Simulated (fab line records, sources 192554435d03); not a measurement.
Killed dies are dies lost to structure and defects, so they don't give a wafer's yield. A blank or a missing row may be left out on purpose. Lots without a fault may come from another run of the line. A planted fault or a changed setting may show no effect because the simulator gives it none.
Chamber matching | flow n5_finfet | N5_DUMMY_GATE_CMP_04 on cmp-01: 4 sister chambers
The step polishes a-Si. 8 wafers are shown with their chamber, then 11 later ones without.

WAFERS WITH THEIR CHAMBER
wafer  | chamber | motor_current_A (A) | time_to_endpoint_s (s)
L081.5 | 1       | 12.6                | 15.1
L083.1 | 3       | 10.3                | 13.4
L083.3 | 1       | 12.3                | 14.4
L083.4 | 2       | 13.6                | 15.4
L087.3 | 2       | 13.5                | 11.1
L087.4 | 0       | 11.5                | 10.7
L087.5 | 3       | 10.7                | 13.3
L092.1 | 0       | 10.7                | 15.2

WAFERS WITHOUT THEIR CHAMBER
wafer  | motor_current_A (A) | time_to_endpoint_s (s)
L092.2 | 11.2                | 14.7
L092.3 | 12.5                | 16.3
L094.1 | 13.3                | 12.9
L094.5 | 10.3                | 13.3
L094.6 | 11.3                | 10.5
L095.2 | 13.0                | 13.9
L095.3 | 11.1                | 11.1
L095.4 | 10.9                | 14.7
L097.2 | 12.2                | 16.3
L097.4 | 10.3                | 15.8
L097.5 | 10.1                | 16.1

WHICH CHAMBER EACH WENT THROUGH
wafer  | from the rows above     | in truth
L092.2 | can't be placed: 0 or 3 | 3
L092.3 | 1                       | 1
L094.1 | can't be placed: 2 or 1 | 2
L094.5 | can't be placed: 3 or 0 | 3
L094.6 | can't be placed: 0 or 3 | 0
L095.2 | can't be placed: 2 or 1 | 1
L095.3 | can't be placed: 0 or 3 | 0
L095.4 | can't be placed: 0 or 3 | 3
L097.2 | 1                       | 1
L097.4 | can't be placed: 3 or 0 | 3
L097.5 | can't be placed: 3 or 0 | 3
Placed correctly: 2 of 11. Can't be placed from these rows: 9 (the true chamber is among the candidates in 9). Placed wrongly: 0.
How it was worked out, from the rows above alone: a wafer's distance from a chamber is the root of the sum, over the readings, of the square of ((its reading less the chamber's mean) divided by the reading's scatter). The wafer belongs to the nearest chamber; if the next one is less than 2 further off, it can't be placed. A chamber's mean is the mean of its shown wafers. The scatter: the root of (the sum of the squares of (reading less its chamber's mean) over the shown wafers, divided by (wafers less chambers)).
